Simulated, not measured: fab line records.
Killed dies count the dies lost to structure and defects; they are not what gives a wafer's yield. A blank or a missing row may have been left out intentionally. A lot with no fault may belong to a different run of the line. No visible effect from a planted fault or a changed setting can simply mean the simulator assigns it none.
A struck lot beside a sound one -- flow n5_finfet -- 14 out of 1938 route steps
Sound: these wafers, L810.1, L810.3, L810.4. Wafers struck: L821.2, L821.3, L821.6. The cause is given at the end.
For every step that has rows: the tool of each side, followed by ch and its chambers, followed by its first start. Under that, the readings that differ: sound wafers -- struck wafers -- difference of the means -- sigmas: that difference in standard deviations of wafers without a fault.
alike: same words and numbers on both sides, and readings whose means sit less than 2 such deviations apart. not compared: any withheld reading, any reading some wafer has no value for, any bound like >300 that may hide the same value, and any number with overlapping values for which the record gives no deviation.
The two part at a step that has a row with sigmas, a row that says differs or no value, or rows on one side only. Numbers that have no deviation but don't overlap get no sigmas and don't part them. Lack of a reading on every wafer of one side parts them only where that side has two or more wafers.

first, 1 step without rows for these wafers: N5_SD_EPI_P_DEVELOP_08 (develop time 30 s).
N5_SD_EPI_P_CD_MEAS_09 targets a cd of 240 nm.
  sound on cd_sem-03 ch 0, day 5 13:52; struck on cd_sem-03 ch 0, day 8 03:01
  alike: cd_nm
N5_SD_EPI_P_OVL_MEAS_10:
  sound on overlay-01 ch 0, day 5 13:53; struck on overlay-02 ch 0, day 8 03:02
  alike: SD_P_BLK_OVL
N5_SD_EPI_P_INSPECT_11: inspects for defects (macro).
  sound: defect_inspect-01 at day 5 13:55; struck: defect_inspect-01 at day 8 03:04
  alike: raw_defect_count
N5_SD_EPI_P_DESCUM_14: chemistry O2, time 7.9 s.
  sound on rie_diel-05 ch 0,2,3, day 5 13:57; struck on rie_diel-05 ch 0,1,2, day 8 03:06
  alike: drypump_motor_current_A, oes_product_au, rf_fwd_power_W, rf_vpp_V, showerhead_plenum_p_Torr, throttle_valve_pct
  not compared: rf_hours_counter_h
N5_SD_EPI_P_ETCH_36: etches SiARC in CF4, target depth 45.5 nm, time 75.8 s.
  sound on rie_diel-05 ch 0,2,3, day 5 13:59; struck on rie_diel-05 ch 0,1,2, day 8 03:08
  alike: drypump_motor_current_A, etch_rf_on_time_s, oes_product_au, rf_fwd_power_W, rf_vpp_V, showerhead_plenum_p_Torr, throttle_valve_pct
  not compared: rf_hours_counter_h
N5_SD_EPI_P_ETCH_37: etches SOC in N2/H2, overetch 108 nm, time 486 s.
  sound on rie_diel-05 ch 0,2,3, day 5 14:02; struck on rie_diel-05 ch 0,1,2, day 8 03:11
  alike: drypump_motor_current_A, oes_product_au, rf_fwd_power_W, rf_vpp_V, showerhead_plenum_p_Torr, throttle_valve_pct
  not compared: rf_hours_counter_h
then, 1 step without rows for these wafers: N5_SD_EPI_P_STRIP_38 (strips in N2/H2).
N5_SD_EPI_P_ETCHBACK_46: etches SiNx in CH3F/O2, stops on SiO2, target depth 17.5 nm.
  sound on rie_diel-05 ch 0,2,3, day 5 14:22; struck on rie_diel-05 ch 0,1,2, day 8 03:31
reading,sound,struck,difference,sigmas
rf_fwd_power_W (W),391.5 390.9 391.4,395.0 395.3 395.4,+4.0,+3
  alike: CH3F_flow_sccm, drypump_motor_current_A, oes_f_703_au, oes_product_au, rf_vpp_V, showerhead_plenum_p_Torr, throttle_valve_pct
  not compared: rf_hours_counter_h
N5_SD_EPI_P_ETCH_47: etches SiOCN in CH3F/O2, target depth 25 nm.
  sound on rie_diel-05 ch 0,2,3, day 5 14:28; struck on rie_diel-05 ch 0,1,2, day 8 03:37
  alike: CH3F_flow_sccm, drypump_motor_current_A, oes_f_703_au, oes_product_au, rf_fwd_power_W, rf_vpp_V, showerhead_plenum_p_Torr, throttle_valve_pct
  not compared: rf_hours_counter_h
then, 2 steps without rows for these wafers: N5_SD_EPI_P_ETCH_16 (etches SiO2 in CHF3/O2, target depth 5 nm); N5_SD_EPI_P_STRIP_50 (strips in CHF3/O2).
N5_SD_EPI_P_SD_RECESS_17: chemistry HBr/Cl2/O2, target depth 39.1 nm, bt time 3 s.
  sound on rie_si-03 ch 1,2,3, day 5 14:38; struck on rie_si-03 ch 0,2, day 8 03:47
reading,sound,struck,difference,sigmas
oes_product_au (a.u.),1.009 0.980 0.997,0.929 0.968 0.965,-0.041,-2
model.etch.depth_nm (nm),38.68 38.67 38.71,32.18 32.24 32.12,-6.51,
model.SD_EPI_P.feature_depth_nm (nm),38.6 38.6 38.8,32.2 32.2 32.2,-6.5,
  alike: drypump_motor_current_A, rf_fwd_power_W, throttle_valve_pct
  not compared: rf_hours_counter_h
then, 1 step without rows for these wafers: N5_SD_EPI_P_WET_ETCH_45 (etches SiO2 in dHF, time 10.7 s, target depth 2 nm, rinse time 30 s).

WHERE THEY PART
Earliest at N5_SD_EPI_P_ETCHBACK_46; latest, in this record, at N5_SD_EPI_P_SD_RECESS_17.

WHY: what the simulator had put in
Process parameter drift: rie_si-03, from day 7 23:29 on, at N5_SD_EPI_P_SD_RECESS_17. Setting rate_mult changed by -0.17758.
